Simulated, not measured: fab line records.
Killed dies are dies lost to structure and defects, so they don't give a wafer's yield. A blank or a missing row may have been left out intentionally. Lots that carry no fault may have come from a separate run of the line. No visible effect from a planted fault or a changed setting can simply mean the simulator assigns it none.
Matching of chambers    flow n5Finfet    N5_BEOL_M1_ALD_98 on aldSin-04: 4 sister chambers
The step deposits SiO2, target thk 2.5 nm, pulse time 1 s, co reactant pulse time 1 s. 18 wafers are shown with their chamber, then 9 later ones without.

EACH WAFER AND ITS CHAMBER
wafer   chamber  heaterPowerW (W)  precursorPulseHeightRel
L077.1  2        79                1.031
L077.2  3        82                0.976
L077.4  0        85                0.986
L078.1  0        87                0.989
L078.2  1        82                1.018
L078.4  3        83                0.999
L079.1  0        85                1.005
L079.4  2        79                1.017
L079.6  1        79                1.034
L081.3  1        78                1.024
L081.4  3        84                0.980
L081.6  2        79                1.006
L084.1  0        86                1.027
L084.3  3        81                0.986
L084.5  0        86                0.991
L085.2  2        78                0.991
L085.4  1        80                0.999
L085.6  1        80                0.991

SIGNATURES (averages over the wafers above)
reading                  chamber 0  chamber 1  chamber 2  chamber 3  scatter within a chamber
heaterPowerW             85.80      79.80      78.75      82.50      1.11
precursorPulseHeightRel  0.99960    1.01320    1.01125    0.98525    0.016
Rule: a wafer's distance from a chamber is the root of the sum, over the readings, of the square of ((its reading less the chamber's mean) divided by the reading's scatter). If the next closest chamber is less than 2 further off than the closest, the wafer can't be placed; otherwise it belongs to the closest. How the scatter is found: for the shown wafers, subtract from each reading the mean of its chamber, square and add these, divide the total by (wafers less chambers), then take the root.

WAFERS WITH NO CHAMBER GIVEN
wafer   heaterPowerW (W)  precursorPulseHeightRel
L087.1  78                0.991
L087.2  85                1.041
L087.5  88                1.006
L088.1  87                1.006
L088.4  80                1.006
L088.5  82                1.008
L092.2  81                1.004
L092.4  83                1.033
L092.5  78                1.007

CHAMBER TAKEN BY EACH
wafer   from the rows above                in truth
L087.1  can't be placed: 2 or 1            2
L087.2  can't be placed: 0 or 3            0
L087.5  0                                  0
L088.1  0                                  0
L088.4  can't be placed: 1 or 2            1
L088.5  can't be placed: 3 or 1 or 2 or 0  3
L092.2  can't be placed: 1 or 3 or 2       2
L092.4  can't be placed: 3 or 1 or 0 or 2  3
L092.5  can't be placed: 2 or 1            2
2 of 9 placed correctly. From these rows, 7 cannot be placed; in 7 the true chamber is one of the candidates. 0 placed wrongly.
